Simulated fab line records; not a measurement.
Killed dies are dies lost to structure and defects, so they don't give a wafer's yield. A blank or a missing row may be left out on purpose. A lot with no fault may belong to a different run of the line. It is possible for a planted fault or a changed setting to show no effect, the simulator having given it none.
Matching of chambers	flow n5_finfet	N5_BEOL_M0_SAQP_DESCUM_19 on rie_diel-03: 4 sister chambers
The step chemistry O2, time 7.9 s. 20 wafers are shown with their chamber, then 10 later ones without.

== WAFERS WITH THEIR CHAMBER ==
wafer	chamber	showerhead_plenum_p_Torr (Torr)	drypump_motor_current_A (A)	oes_product_au (a.u.)
L082.2	0	2.05	4.8	0.86
L082.3	2	1.98	5.3	0.70
L082.5	3	2.24	5.5	0.94
L083.3	3	2.24	5.5	0.94
L083.4	2	1.98	5.3	0.70
L083.5	1	2.16	6.1	0.72
L084.2	0	2.05	4.8	0.84
L084.4	3	2.24	5.5	0.94
L084.5	0	2.05	4.7	0.86
L085.2	3	2.24	5.5	0.94
L085.3	0	2.05	4.7	0.85
L085.4	2	1.98	5.3	0.70
L086.2	0	2.05	4.8	0.84
L086.3	2	1.98	5.3	0.71
L086.4	1	2.16	6.0	0.72
L087.1	2	1.98	5.3	0.70
L087.4	1	2.16	6.0	0.70
L087.6	1	2.15	6.0	0.71
L090.2	0	2.05	4.7	0.83
L090.3	2	1.98	5.3	0.70

SIGNATURES, as means of the wafers listed above
reading	chamber 0	chamber 1	chamber 2	chamber 3	scatter within a chamber
showerhead_plenum_p_Torr	2.0500	2.1575	1.9800	2.2400	0.00217
drypump_motor_current_A	4.750	6.025	5.300	5.500	0.0375
oes_product_au	0.8467	0.7125	0.7017	0.9400	0.00826
Rule: for each reading, subtract the chamber's mean from the wafer's reading, divide by that reading's scatter and square the result; add these up over the readings and take the root, which gives the wafer's distance from the chamber. The wafer belongs to the nearest chamber; if the next one is less than 2 further off, it can't be placed. The scatter is the square root of a quotient: the sum, over the shown wafers, of each reading's squared deviation from its chamber's mean, divided by wafers minus chambers.

== WAFERS MISSING THEIR CHAMBER ==
wafer	showerhead_plenum_p_Torr (Torr)	drypump_motor_current_A (A)	oes_product_au (a.u.)
L090.6	2.15	6.0	0.71
L093.3	2.04	4.7	0.82
L093.4	2.23	5.5	0.89
L093.5	2.04	4.7	0.83
L094.1	2.04	4.7	0.83
L094.2	2.23	5.5	0.89
L094.3	2.15	6.0	0.71
L096.2	2.24	5.4	0.98
L096.3	2.04	4.8	0.81
L096.6	2.23	5.5	0.88

== EACH ONE'S CHAMBER ==
wafer	from the rows above	in truth
L090.6	1	1
L093.3	0	0
L093.4	3	3
L093.5	0	0
L094.1	0	0
L094.2	3	3
L094.3	1	1
L096.2	3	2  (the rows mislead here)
L096.3	0	0
L096.6	3	3
Correctly placed: 9 of 10. Number that these rows cannot place: 0. Number placed wrongly: 1.
